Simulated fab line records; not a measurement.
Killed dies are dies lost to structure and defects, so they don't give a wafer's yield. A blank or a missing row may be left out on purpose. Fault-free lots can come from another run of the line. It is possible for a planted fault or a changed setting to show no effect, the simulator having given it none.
A lot that was struck, set against a sound lot -- flow nandHarc -- 15 out of 1159 route steps
Sound: the wafers L756.2, L756.3, L756.4. Struck: wafer L775.1. The cause comes at the end.
At each step with rows: each side's tool, then ch and its chambers, then its first start. Under that, the readings that differ: sound wafers -- struck wafers -- difference of the means -- sigmas: that difference in standard deviations of wafers without a fault.
alike: words and numbers the same on both sides, and readings whose means are apart by under 2 such deviations; not compared: readings that were withheld, readings missing a value for some wafer, numbers with overlapping values and no deviation given by the record, and bounds like >300 which may hide the same value.
Wherever a step has rows on one side only, a row that says differs or no value, or a row with sigmas, the two part there. When numbers do not overlap yet have no deviation, they are printed without sigmas and do not part them. Lack of a reading on every wafer of one side parts them only where that side has two or more wafers.

NHARC_A_CHANNEL_HOLE_D1_ETCH_19: etches the open film in C4F8/O2/Ar, time 34.5 s.
  sound on harEtch-01 ch 0,1, day 9 13:47; struck on harEtch-02 ch 0, day 14 00:46
reading,sound,struck,difference,sigmas
showerheadPlenumPTorr (Torr),3.87 3.87 3.87,3.66,-0.21,-2
  alike: chamberPressureMTorr, drypumpMotorCurrentA, escClampCurrentUA, o2FlowSccm, runLengthS, throttleValvePct
  not compared: rfHoursCounterH
then, 2 steps without rows for these wafers: NHARC_A_CHANNEL_HOLE_D1_ETCH_20 (etches the open film in C4F8/O2/Ar, time 361.9 s, target depth 1600 nm); NHARC_A_CHANNEL_HOLE_D1_ETCH_21 (etches the open film in C4F8/O2/Ar, time 514.3 s, target depth 1600 nm).
NHARC_A_CHANNEL_HOLE_D1_ETCH_22: etches the open film in C4F8/O2/Ar, time 666.7 s, target depth 1600 nm.
  sound on harEtch-01 ch 0,1, day 9 14:44; struck on harEtch-02 ch 0, day 14 01:38
reading,sound,struck,difference,sigmas
showerheadPlenumPTorr (Torr),3.82 3.82 3.82,3.62,-0.20,-2
  alike: chamberPressureMTorr, drypumpMotorCurrentA, escClampCurrentUA, o2FlowSccm, throttleValvePct
  not compared: rfHoursCounterH, runLengthS
then, 1 step without rows for these wafers: NHARC_A_CHANNEL_HOLE_D1_ETCH_23 (etches the open film in C4F8/O2/Ar, time 819 s, target depth 1600 nm).
NHARC_A_CHANNEL_HOLE_D1_ETCH_24: etches the open film in C4F8/O2/Ar, time 906.2 s, target depth 1500 nm.
  sound on harEtch-01 ch 0,1, day 9 16:02; struck on harEtch-02 ch 0, day 14 02:53
reading,sound,struck,difference,sigmas
showerheadPlenumPTorr (Torr),3.81 3.81 3.81,3.62,-0.19,-2
  alike: chamberPressureMTorr, drypumpMotorCurrentA, escClampCurrentUA, o2FlowSccm, throttleValvePct
  not compared: rfHoursCounterH, runLengthS
then, 2 steps without rows for these wafers: NHARC_A_CHANNEL_HOLE_D1_ETCH_25 (etches the open film in C4F8/O2/Ar, time 1040.2 s, target depth 1500 nm); NHARC_A_CHANNEL_HOLE_D1_ETCH_26 (etches the open film in C4F8/O2/Ar, time 224.1 s, target depth 300 nm).
NHARC_A_CHANNEL_HOLE_D1_ETCH_33: etches the open film in C4F8/O2/Ar, time 90 s, target depth 400 nm.
  sound on harEtch-01 ch 0,1, day 9 17:49; struck on harEtch-02 ch 0, day 14 04:45
reading,sound,struck,difference,sigmas
showerheadPlenumPTorr (Torr),3.86 3.86 3.86,3.66,-0.20,-2
  alike: chamberPressureMTorr, drypumpMotorCurrentA, escClampCurrentUA, o2FlowSccm, runLengthS, throttleValvePct
  not compared: rfHoursCounterH
then, 3 steps without rows for these wafers: NHARC_A_CHANNEL_HOLE_D1_STRIP_41 (strips in N2/H2); NHARC_A_CHANNEL_HOLE_D1_STRIP_42 (strips in CF4/CHF3); NHARC_A_CHANNEL_HOLE_D1_STRIP_43 (strips in O2/COS).
NHARC_A_CHANNEL_HOLE_D1_ETCH_44: etches the open film in CF4/O2, target depth 140 nm, overetch 14 nm, time 77 s.
  sound on rieDiel-05 ch 0,2,3, day 9 18:32; struck on rieDiel-05 ch 0, day 14 05:31
reading,sound,struck,difference,sigmas
oes_f_703_au (a.u.),0.999 0.994 0.999,1.012,+0.015,+3
rfHoursCounterH (h),2.6 2.5 1.9,8.7,+6.4,
runLengthS (s),99.2 98.6 98.6,88.2,-10.6,-28
throttleValvePct (%),13.411 13.408 13.404,13.385,-0.023,-3
  alike: chamberPressureMTorr, drypumpMotorCurrentA, o2FlowSccm, oesProductAu, rfVppV, showerheadPlenumPTorr
NHARC_A_CHANNEL_HOLE_D1_STRIP_27: strips in O2.
  sound: rieDiel-05 ch 1,2,3; struck: rieDiel-05 ch 1
reading,sound,struck,difference,sigmas
rfHoursCounterH (h),1.9 2.7 2.6,8.2,+5.8,
  alike: chamberPressureMTorr, drypumpMotorCurrentA, o2FlowSccm, oesProductAu, rfVppV, showerheadPlenumPTorr, throttleValvePct
after that, 1 step had no rows for these wafers: NHARC_END_SORT_01.

== WHERE THEY PART ==
Last at NHARC_A_CHANNEL_HOLE_D1_ETCH_44 as far as this record goes, first at NHARC_A_CHANNEL_HOLE_D1_ETCH_19. Later steps at which nothing parts them and some readings are alike: NHARC_A_CHANNEL_HOLE_D1_STRIP_27.

WHY: whatever the simulator had introduced
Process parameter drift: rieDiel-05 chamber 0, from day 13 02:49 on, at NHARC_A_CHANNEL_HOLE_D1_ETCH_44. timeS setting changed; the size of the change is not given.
